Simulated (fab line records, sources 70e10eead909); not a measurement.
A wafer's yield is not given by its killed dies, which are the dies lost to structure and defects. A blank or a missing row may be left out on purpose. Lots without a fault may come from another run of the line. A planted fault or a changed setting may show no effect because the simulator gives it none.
fab line records -- flow nandHarc
[record] lots = 6, wafers = 18, lastDay = 33
route steps=1302 shown A_CHANNEL_FILL_D2@625 END@1302
lots that met no fault: taken from a fault-free run of the same line
startH: hours from the record's opening day to when the first of the lot's shown wafers began -- waitH: time in hours since the lot's previous step -- " as in the row above -- L1.1+2: several wafers, shown together as one row -- - either no value or no given start -- * or withheld: withheld -- < > ~ a bound
route shown NAME@n: names a module that has steps shown in the file, with the first one's number in the route -- usual: mean/standard deviation taken from wafers without a fault -- same: alike in all rows -- chamber/n: place in a boat -- sites: the reading at each site -- _std_site: standard deviation across them -- _edge_site: mean of outer sites minus mean of inner sites -- radiusMm: for every site, how far away it sits from the centre of the wafer -- mask NAME#n: copy n -- behind: the tool/chamber that last shaped the wafer -- hold: what put the lot on hold/how long, in hours/how the hold closed -- device: which transistor (n, p or np) failed to switch -- end of line: tests run on the same wafers once the route is complete -- where a step has no rows: the recipe by itself -- killed: not the wafer's yield, but the dies lost to structure and defects at the first sort -- map: a wafer's dies, marking killed ones x, the rest . and places with no die _
set.NAME: the setting that was run; set.NAME@STEP: the one run at that earlier step -- model.NAME: the simulator's own value behind a step, which no gauge read
lots at selected steps of the route; one table per step, one row per wafer
services: when a tool's chamber went out of use (startH, in hours from the record's first day, below 0 if earlier), for how many hours, and the reason
[[steps]]
[step NHARC_A_CHANNEL_FILL_D2_ANNEAL_22]
[recipe] tempC = 620, timeS = 7200
[step NHARC_A_CHANNEL_FILL_D2_ALD_25]
[recipe] targetThkA = 600, pulseTimeS = 10, aldCycles = 600, tempC = 300, material = SiOx
[usual] heaterPowerW = 450/37, precursorPulseHeightRel = 1.000/0.022
lot.wafer,tool,chamber,startH,waitH,heaterPowerW,precursorPulseHeightRel
L367.3,aldHk-04,1,430.79,0.7,499,0.992
L367.5,aldHk-04,0,432.66,2.5,443,1.010
L367.6,aldHk-04,1,432.66,2.5,494,0.984
L370.3,aldHk-01,1,457.10,0.8,363,0.979
L370.4,aldHk-01,0,458.97,2.6,519,1.016
L370.6,aldHk-01,1,458.97,2.6,367,0.989
L369.3,aldHk-04,1,457.48,1.1,501,0.953
L369.4,aldHk-04,2,457.48,1.1,480,1.003
L369.6,aldHk-04,2,460.61,4.2,465,1.022
L374.1,aldHk-01,1,511.16,0.7,373,1.008
L374.4,aldHk-01,2,511.16,0.7,469,1.007
L374.3,aldHk-01,3,511.16,0.7,440,0.973
L379.2,aldHk-01,0,555.27,1.3,491,1.047
L379.1,aldHk-01,1,555.27,1.3,384,0.955
L379.6,aldHk-01,3,557.11,3.1,426,0.989
L381.2,aldHk-04,1,568.36,3.4,501,0.992
L381.1,aldHk-04,3,569.59,4.6,460,1.024
L381.5,aldHk-04,1,570.82,5.9,498,1.001
[step NHARC_A_CHANNEL_FILL_D2_ETCHBACK_08]
[recipe] targetDepthA = 2200, timeS = 110, c4f8FlowSccm = 20, arFlowSccm = withheld, rfW = 600, biasW = 300, chemistry = C4F8
[usual] oesProductAu = 0.97/0.034, rfFwdPowerW = 596.1/2.3, rfVppV = 441.4/2.6
lot.wafer,tool,chamber,startH,waitH,oesProductAu,rfFwdPowerW,rfHoursCounterH,rfVppV
L367.3,rieDiel-12,1,-,-,0.98,595.4,3,436.3
L367.6,rieDiel-12,3,-,-,0.99,595.4,-,441.0
L367.5,rieDiel-12,0,-,-,1.01,596.9,-,440.7
L370.3,rieDiel-13,2,-,-,0.98,593.1,3,442.8
L370.6,rieDiel-13,0,-,-,1.00,593.8,-,441.0
L370.4,rieDiel-13,2,-,-,0.99,593.7,-,445.3
L369.4,rieDiel-12,3,-,-,1.00,600.6,0,440.3
L369.3,rieDiel-12,1,-,-,0.99,592.6,0,438.2
L369.6,rieDiel-12,0,-,-,1.00,597.4,-,442.1
L374.1,rieDiel-12,3,-,-,1.00,593.9,2,441.9
L374.4,rieDiel-12,0,-,-,0.99,598.5,2,442.4
L374.3,rieDiel-12,1,-,-,0.99,596.1,2,437.7
L379.2,rieDiel-11,1,-,-,1.00,597.8,19,441.4
L379.1,rieDiel-11,2,-,-,1.01,595.2,22,436.4
L379.6,rieDiel-11,1,-,-,1.00,597.3,-,439.4
L381.2,rieDiel-13,1,-,-,0.93,596.9,1,439.1
L381.1,rieDiel-13,3,-,-,0.91,596.2,1,444.8
L381.5,rieDiel-13,2,-,-,0.91,594.0,-,443.5
[step NHARC_A_CHANNEL_FILL_D2_STRIP_29]
[recipe] timeS = 20, o2FlowSccm = 500, arFlowSccm = 0, biasW = 0, chemistry = O2
[usual] drypumpMotorCurrentA = 5.5/0.37, oesProductAu = 1.000/0.011, rfVppV = 57.9/0.85, showerheadPlenumPTorr = 3.57/0.13, throttleValvePct = 17.037/0.0096
lot.wafer,tool,chamber,startH,waitH,drypumpMotorCurrentA,oesProductAu,rfHoursCounterH,rfVppV,showerheadPlenumPTorr,throttleValvePct
L367.3,rieDiel-12,1,-,-,5.5,0.998,3,56.2,3.37,17.036
L367.6,rieDiel-12,3,-,-,5.4,0.996,-,58.4,3.56,17.052
L367.5,rieDiel-12,0,-,-,5.5,1.013,-,59.2,3.58,17.037
L370.3,rieDiel-13,0,462.89,0.1,5.7,0.995,4,58.2,3.56,17.054
L370.6,rieDiel-13,3,462.89,0.1,5.2,0.980,-,61.1,3.76,17.029
L370.4,rieDiel-13,0,462.89,0.1,5.7,1.008,-,56.9,3.55,17.034
L369.3,rieDiel-12,1,-,-,5.6,0.998,0,57.1,3.36,17.027
L369.4,rieDiel-12,3,-,-,5.4,1.005,0,57.7,3.56,17.031
L369.6,rieDiel-12,1,-,-,5.5,0.995,-,57.1,3.36,17.033
L374.4,rieDiel-12,0,-,-,5.6,0.988,2,57.1,3.58,17.046
L374.3,rieDiel-12,1,-,-,5.6,0.999,2,58.8,3.36,17.036
L374.1,rieDiel-12,2,-,-,4.8,1.006,2,59.5,3.64,17.046
L379.2,rieDiel-11,3,-,-,5.1,1.008,25,57.0,3.66,17.032
L379.1,rieDiel-11,0,-,-,6.0,1.003,19,57.3,3.47,17.032
L379.6,rieDiel-11,2,-,-,6.7,1.011,-,57.9,3.30,17.044
L381.1,rieDiel-13,3,-,-,5.2,0.979,1,59.5,3.76,17.038
L381.2,rieDiel-13,0,-,-,5.7,0.986,1,58.6,3.55,17.053
L381.5,rieDiel-13,0,-,-,5.7,0.980,-,56.3,3.55,17.025
[step NHARC_A_CHANNEL_FILL_D2_PRECLEAN_30]
[recipe] timeS = 30, chemistry = dHF
[step NHARC_A_CHANNEL_FILL_D2_SRD_31]
[step NHARC_A_CHANNEL_FILL_D2_CVD_09]
[recipe] targetThkA = 1500, tempC = 620, pressureMtorr = 200, timeS = 3000, material = poly-Si
[step NHARC_A_CHANNEL_FILL_D2_CMP_10]
[recipe] targetThkNm = 150
[usual] motorCurrentA = 11.6/0.77, slurryFlowMlMin = 149.9/0.46, timeToEndpointS = 15.3/2.8
lot.wafer,tool,chamber,startH,waitH,motorCurrentA,slurryFlowMlMin,timeToEndpointS
L367.3,cmp-03,1,441.51,0.4,10.5,150.2,15.6
L367.6,cmp-03,3,441.51,0.4,11.5,149.5,18.1
L367.5,cmp-03,0,441.51,0.4,11.4,150.8,13.7
L370.3,cmp-04,3,468.54,0.4,11.2,149.9,17.5
L370.4,cmp-04,2,468.54,0.4,12.0,149.1,15.8
L370.6,cmp-04,0,468.54,0.4,11.9,149.6,16.7
L369.3,cmp-04,0,468.70,0.5,12.7,149.7,13.5
L369.4,cmp-04,2,468.70,0.5,11.8,150.1,14.0
L369.6,cmp-04,1,468.70,0.5,13.3,149.7,15.4
L374.3,cmp-04,3,522.04,0.4,10.7,149.5,16.2
L374.1,cmp-04,0,522.04,0.4,12.5,149.7,13.7
L374.4,cmp-04,2,522.04,0.4,12.2,149.8,14.7
L379.1,cmp-03,2,565.41,0.4,12.1,149.8,12.1
L379.2,cmp-03,1,565.41,0.4,11.6,149.3,14.3
L379.6,cmp-03,3,565.41,0.4,10.7,149.9,15.2
L381.2,cmp-03,0,577.49,0.4,12.1,150.5,12.9
L381.1,cmp-03,2,577.49,0.4,12.0,150.5,10.2
L381.5,cmp-03,0,577.49,0.4,12.4,150.2,11.1
[step NHARC_A_CHANNEL_FILL_D2_SRD_12]
[step NHARC_A_CHANNEL_FILL_D2_RTA_24]
[recipe] tempC = 1000, timeS = 5
[usual] lampPowerPct = 29.1/0.51, wafer_temp_C_max = 1004.8/1.4
lot.wafer,tool,chamber,startH,waitH,lampPowerPct,wafer_temp_C_max
L367.3,rtpAnneal-02,0,442.01,0.2,29.6,1006.5
L367.5,rtpAnneal-02,0,442.01,0.2,29.6,1005.5
L367.6,rtpAnneal-02,0,442.01,0.2,29.5,1005.8
L370.3,rtpAnneal-01,0,469.02,0.1,28.6,1003.6
L370.4,rtpAnneal-01,0,469.02,0.1,28.6,1005.1
L370.6,rtpAnneal-01,0,469.02,0.1,28.6,1002.8
L369.3,rtpAnneal-02,0,469.19,0.1,29.6,1005.1
L369.4,rtpAnneal-02,0,469.19,0.1,29.6,1004.5
L369.6,rtpAnneal-02,0,469.19,0.1,29.6,1004.9
L374.1,rtpAnneal-01,0,522.46,0.0,28.6,1002.5
L374.3,rtpAnneal-01,0,522.46,0.0,28.5,1003.7
L374.4,rtpAnneal-01,0,522.46,0.0,28.5,1001.9
L374.1,rtpAnneal-01,0,522.84,0.3,28.5,1004.1
L374.3,rtpAnneal-01,0,522.84,0.3,28.5,1002.5
L374.4,rtpAnneal-01,0,522.84,0.3,28.6,1004.2
L379.1,rtpAnneal-01,0,565.83,0.0,28.5,1003.1
L379.2,rtpAnneal-01,0,565.83,0.0,28.5,1003.7
L379.6,rtpAnneal-01,0,565.83,0.0,28.5,1002.9
L379.1,rtpAnneal-01,0,566.20,0.3,28.5,1004.5
L379.2,rtpAnneal-01,0,566.20,0.3,28.5,1003.7
L379.6,rtpAnneal-01,0,566.20,0.3,28.5,1003.9
L381.1,rtpAnneal-01,0,578.05,0.2,28.5,1003.5
L381.2,rtpAnneal-01,0,578.05,0.2,28.6,1003.0
L381.5,rtpAnneal-01,0,578.05,0.2,28.5,1003.0
[step NHARC_A_CHANNEL_FILL_D2_INSPECT_13]
[usual] rawDefectCount = 346/120
lot.wafer,tool,chamber,startH,waitH,rawDefectCount
L367.3,defectInspect-02,-,442.16,0.1,202
L367.5,defectInspect-02,-,442.16,0.1,227
L367.6,defectInspect-02,-,442.16,0.1,183
L370.3,defectInspect-01,-,469.16,0.1,250
L370.4,defectInspect-01,-,469.16,0.1,356
L370.6,defectInspect-01,-,469.16,0.1,293
L369.3,defectInspect-01,-,469.33,0.1,325
L369.4,defectInspect-01,-,469.33,0.1,299
L369.6,defectInspect-01,-,469.33,0.1,320
L374.1,defectInspect-02,-,523.04,0.2,344
L374.3,defectInspect-02,-,523.04,0.2,288
L374.4,defectInspect-02,-,523.04,0.2,279
L379.1,defectInspect-02,-,566.39,0.2,366
L379.2,defectInspect-02,-,566.39,0.2,364
L379.6,defectInspect-02,-,566.39,0.2,336
L381.1,defectInspect-02,-,578.25,0.2,323
L381.2,defectInspect-02,-,578.25,0.2,292
L381.5,defectInspect-02,-,578.25,0.2,291
[step NHARC_END_SORT_01]
[recipe] tempC = 25
[usual] killedAtArray = 57/20, killedAtOther = 1.3/1.4, killedAtPeriphery = 3.4/2.4, killedDies = 61/19, killedOpen = 2.9/1.8, killedShort = 2.5/1.6
[same] grossDies = 677
lot.wafer,tool,chamber,startH,waitH,killedAtArray,killedAtOther,killedAtPeriphery,killedDies,killedOpen,killedShort
L367.3,prober-01,0,663.76,3.1,61,0,3,64,5,3
L367.5,prober-01,0,665.37,3.7,62,3,2,67,1,1
L367.6,prober-01,0,666.18,4.0,58,2,3,63,3,2
L370.3,prober-01,0,692.29,3.1,54,3,1,58,2,2
L370.4,prober-01,0,693.08,3.4,54,5,6,65,3,0
L369.3,prober-02,0,692.31,3.1,32,2,5,39,3,2
L374.1,prober-02,0,755.05,2.5,82,1,3,86,4,3
L374.3,prober-02,0,756.64,3.1,72,1,8,81,6,3
L374.4,prober-02,0,757.44,3.4,68,4,3,75,6,1
L379.1,prober-01,0,778.26,2.5,62,2,4,68,3,1
L379.2,prober-01,0,779.06,2.8,59,3,2,64,4,2
L379.6,prober-01,0,782.25,4.0,74,6,3,83,1,2
L381.1,prober-01,0,786.06,2.5,40,3,4,47,2,3
L381.2,prober-01,0,786.85,2.8,35,4,2,41,4,3
L381.5,prober-01,0,789.22,3.7,47,4,2,53,3,3
// killed by level:class
L367.3 A_SLIT:chamberFilmFlake=26 A_CHANNEL_HOLE_D2:chamberFilmFlake=14 A_CHANNEL_HOLE_D1:chamberFilmFlake=8 A_DECK1_JOINT:geometricParticle:open=2 A_CHANNEL_FILL_D1:geometricParticle:open=2 P_STI:chamberFilmFlake=2 A_STAIRCASE:chamberFilmFlake=2 A_CONTACT:chamberFilmFlake=2
L367.5 A_SLIT:chamberFilmFlake=35 A_CHANNEL_HOLE_D2:chamberFilmFlake=15 A_CHANNEL_HOLE_D1:chamberFilmFlake=4 A_CONTACT:chamberFilmFlake=3 THIN_TSV:chamberFilmFlake=3 A_STAIRCASE:chamberFilmFlake=2 P_CONTACT:geometricParticle:short=1 A_M0:geometricParticle:open=1
L367.6 A_SLIT:chamberFilmFlake=30 A_CHANNEL_HOLE_D2:chamberFilmFlake=16 A_STAIRCASE:chamberFilmFlake=4 A_M0:geometricParticle:open=2 A_CONTACT:chamberFilmFlake=2 THIN_TSV:chamberFilmFlake=2 A_ONON_D2:geometricParticle:short=1 A_ONON_D2:geometricParticle:open=1
L370.3 A_SLIT:chamberFilmFlake=33 A_STAIRCASE:chamberFilmFlake=6 A_CHANNEL_HOLE_D1:chamberFilmFlake=5 THIN_TSV:chamberFilmFlake=3 A_CHANNEL_FILL_D2:chamberFilmFlake=2 A_DECK1_JOINT:geometricParticle:open=1 A_ONON_D2:geometricParticle:short=1 A_SGD_CUT:geometricParticle:short=1
L369.3 A_CONTACT:chamberFilmFlake=11 A_CHANNEL_HOLE_D1:chamberFilmFlake=8 A_SLIT:chamberFilmFlake=7 A_WL_FILL:geometricParticle:short=2 P_GATE:chamberFilmFlake=2 P_M2:chamberFilmFlake=2 A_STAIRCASE:chamberFilmFlake=2 THIN_TSV:chamberFilmFlake=2
L370.4 A_SLIT:chamberFilmFlake=33 A_CHANNEL_HOLE_D1:chamberFilmFlake=9 THIN_TSV:chamberFilmFlake=5 A_STAIRCASE:chamberFilmFlake=4 A_CONTACT:chamberFilmFlake=4 P_GATE:chamberFilmFlake=3 P_M2:chamberFilmFlake=2 P_M0:geometricParticle:open=1
L374.1 A_SLIT:chamberFilmFlake=35 A_CHANNEL_HOLE_D2:chamberFilmFlake=18 A_CHANNEL_HOLE_D1:chamberFilmFlake=12 A_CONTACT:chamberFilmFlake=4 A_CHANNEL_FILL_D1:geometricParticle:short=2 A_STAIRCASE:chamberFilmFlake=2 A_SGD_CUT:chamberFilmFlake=2 A_BLC:chamberFilmFlake=2
L374.3 A_SLIT:chamberFilmFlake=25 A_CHANNEL_HOLE_D2:chamberFilmFlake=23 A_BLC:chamberFilmFlake=5 P_STI:chamberFilmFlake=5 A_CHANNEL_HOLE_D1:chamberFilmFlake=5 A_CONTACT:chamberFilmFlake=3 A_CHANNEL_FILL_D2:geometricParticle:open=2 P_BONDPAD:chamberFilmFlake=2
L374.4 A_SLIT:chamberFilmFlake=26 A_CHANNEL_HOLE_D2:chamberFilmFlake=22 A_CHANNEL_HOLE_D1:chamberFilmFlake=8 A_CONTACT:chamberFilmFlake=3 THIN_TSV:chamberFilmFlake=3 A_WL_FILL:geometricParticle:open=2 A_BLC:chamberFilmFlake=2 P_CONTACT:geometricParticle:open=1
L379.1 A_CHANNEL_HOLE_D2:chamberFilmFlake=22 A_CHANNEL_HOLE_D1:chamberFilmFlake=17 A_SLIT:chamberFilmFlake=12 A_CONTACT:chamberFilmFlake=5 P_GATE:chamberFilmFlake=3 A_CHANNEL_FILL_D2:chamberFilmFlake=2 THIN_TSV:chamberFilmFlake=2 P_M0:geometricParticle:open=1
L379.2 A_SLIT:chamberFilmFlake=23 A_CHANNEL_HOLE_D2:chamberFilmFlake=16 A_CHANNEL_HOLE_D1:chamberFilmFlake=8 A_CONTACT:chamberFilmFlake=5 THIN_TSV:chamberFilmFlake=3 P_STI:chamberFilmFlake=2 A_ONON_D1:geometricParticle:short=1 A_DECK1_JOINT:geometricParticle:open=1
L379.6 A_SLIT:chamberFilmFlake=37 A_CHANNEL_HOLE_D2:chamberFilmFlake=17 A_CHANNEL_HOLE_D1:chamberFilmFlake=10 THIN_TSV:chamberFilmFlake=6 A_CONTACT:chamberFilmFlake=4 A_WL_FILL:chamberFilmFlake=3 P_GATE:chamberFilmFlake=2 A_CHANNEL_FILL_D1:geometricParticle:short=1
L381.1 A_CHANNEL_HOLE_D1:chamberFilmFlake=12 A_SLIT:chamberFilmFlake=9 A_CONTACT:chamberFilmFlake=6 A_STAIRCASE:chamberFilmFlake=4 A_M0:chamberFilmFlake=3 THIN_TSV:chamberFilmFlake=3 P_BONDPAD:chamberFilmFlake=2 A_CHANNEL_FILL_D2:chamberFilmFlake=2
L381.2 A_CHANNEL_HOLE_D1:chamberFilmFlake=17 A_STAIRCASE:chamberFilmFlake=4 A_SLIT:chamberFilmFlake=4 THIN_TSV:chamberFilmFlake=4 A_CONTACT:chamberFilmFlake=3 A_ONON_D1:geometricParticle:open=2 P_STI:geometricParticle:short=1 P_GATE:geometricParticle:open=1
L381.5 A_CHANNEL_HOLE_D1:chamberFilmFlake=18 A_STAIRCASE:chamberFilmFlake=7 A_SLIT:chamberFilmFlake=6 THIN_TSV:chamberFilmFlake=4 A_CHANNEL_HOLE_D2:chamberFilmFlake=3 A_CONTACT:chamberFilmFlake=3 A_M0:chamberFilmFlake=3 P_M0:geometricParticle:open=1
[[services]]
tool,chamber,startH,hours,kind
cmp-03,-,409.15,0.2,repair
cmp-03,-,413.78,4.2,repair
cmp-04,-,427.61,1.0,repair
rieDiel-11,-,432.54,9.0,pm
rieDiel-11,2,442.81,9.9,repair
rieDiel-12,-,445.40,9.0,pm
cmp-03,-,456.15,4.0,pm
rieDiel-13,1,461.26,9.1,repair
cmp-03,-,464.43,12.9,repair
rieDiel-11,1,473.45,8.3,repair
rieDiel-11,2,473.73,9.8,repair
aldHk-01,-,474.46,10.0,pm
rieDiel-13,0,480.51,2.8,repair
rieDiel-12,1,482.04,4.7,repair
rieDiel-11,0,492.04,19.1,repair
cmp-04,-,503.17,4.0,pm
rieDiel-13,2,510.39,6.3,repair
rieDiel-13,-,519.07,9.0,pm
rieDiel-12,0,533.87,3.0,repair
cmp-04,-,536.91,4.3,repair
cmp-03,-,554.15,4.0,pm
cmp-03,-,562.54,2.0,repair
cmp-03,-,567.59,0.5,repair
rieDiel-12,-,567.90,0.4,repair
[[key]]
[firstSign] step = NHARC_A_CHANNEL_FILL_D2_RTA_24, reading = visit, direction = added
effect none on later readings
metAt NHARC_A_CHANNEL_FILL_D2_RTA_24
struckWafers L374.1,L374.3,L374.4,L379.1,L379.2,L379.6
testerLeftOut L374,L379
[fault] kind = repeatedStepWhole, tool = rtpAnneal-01,rtpAnneal-02, chamber = -, onsetH = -, steps = NHARC_A_CHANNEL_FILL_D2_RTA_24, times = 1, scope = struckLotsOnly
// testerLeftOut: of these lots the tester's yield and bins aren't shown, on N5 and GAA mostly nor the transistor test; their killed dies are dies lost to structure and defects alone, not to doping, threshold or leakage, so they don't give the yield
